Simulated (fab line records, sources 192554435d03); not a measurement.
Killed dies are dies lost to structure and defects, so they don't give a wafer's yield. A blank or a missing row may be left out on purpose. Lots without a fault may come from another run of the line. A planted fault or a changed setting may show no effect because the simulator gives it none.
Chamber matching | flow n5_finfet | N5_BEOL_M1_STRIP_36 on rie_diel-01: 4 sister chambers
The step strips in N2/H2. 8 wafers are shown with their chamber, then 11 later ones without.

WAFERS WITH THEIR CHAMBER
wafer  | chamber | throttle_valve_pct (%) | showerhead_plenum_p_Torr (Torr)
L082.4 | 2       | 23.6                   | 2.40
L085.6 | 1       | 23.3                   | 2.52
L084.1 | 0       | 23.9                   | 2.64
L084.6 | 0       | 23.8                   | 2.64
L090.2 | 1       | 23.3                   | 2.51
L090.3 | 2       | 23.6                   | 2.40
L090.4 | 3       | 23.2                   | 2.47
L089.3 | 3       | 23.2                   | 2.47

WAFERS WITHOUT THEIR CHAMBER
wafer  | throttle_valve_pct (%) | showerhead_plenum_p_Torr (Torr)
L089.4 | 23.6                   | 2.40
L089.5 | 23.6                   | 2.40
L092.2 | 23.7                   | 2.39
L092.5 | 23.7                   | 2.39
L092.6 | 23.2                   | 2.47
L093.1 | 23.2                   | 2.47
L093.2 | 23.6                   | 2.39
L093.3 | 23.3                   | 2.51
L096.1 | 23.3                   | 2.51
L096.2 | 23.9                   | 2.63
L096.4 | 23.2                   | 2.47

WHICH CHAMBER EACH WENT THROUGH
wafer  | from the rows above | in truth
L089.4 | 2                   | 2
L089.5 | 2                   | 2
L092.2 | 2                   | 2
L092.5 | 2                   | 2
L092.6 | 3                   | 3
L093.1 | 3                   | 3
L093.2 | 2                   | 2
L093.3 | 1                   | 1
L096.1 | 1                   | 1
L096.2 | 0                   | 0
L096.4 | 3                   | 3
Placed correctly: 11 of 11. Can't be placed from these rows: 0. Placed wrongly: 0.
How it was worked out, from the rows above alone: a wafer's distance from a chamber is the root of the sum, over the readings, of the square of ((its reading less the chamber's mean) divided by the reading's scatter). The wafer belongs to the nearest chamber; if the next one is less than 2 further off, it can't be placed. A chamber's mean is the mean of its shown wafers. The scatter: the root of (the sum of the squares of (reading less its chamber's mean) over the shown wafers, divided by (wafers less chambers)).
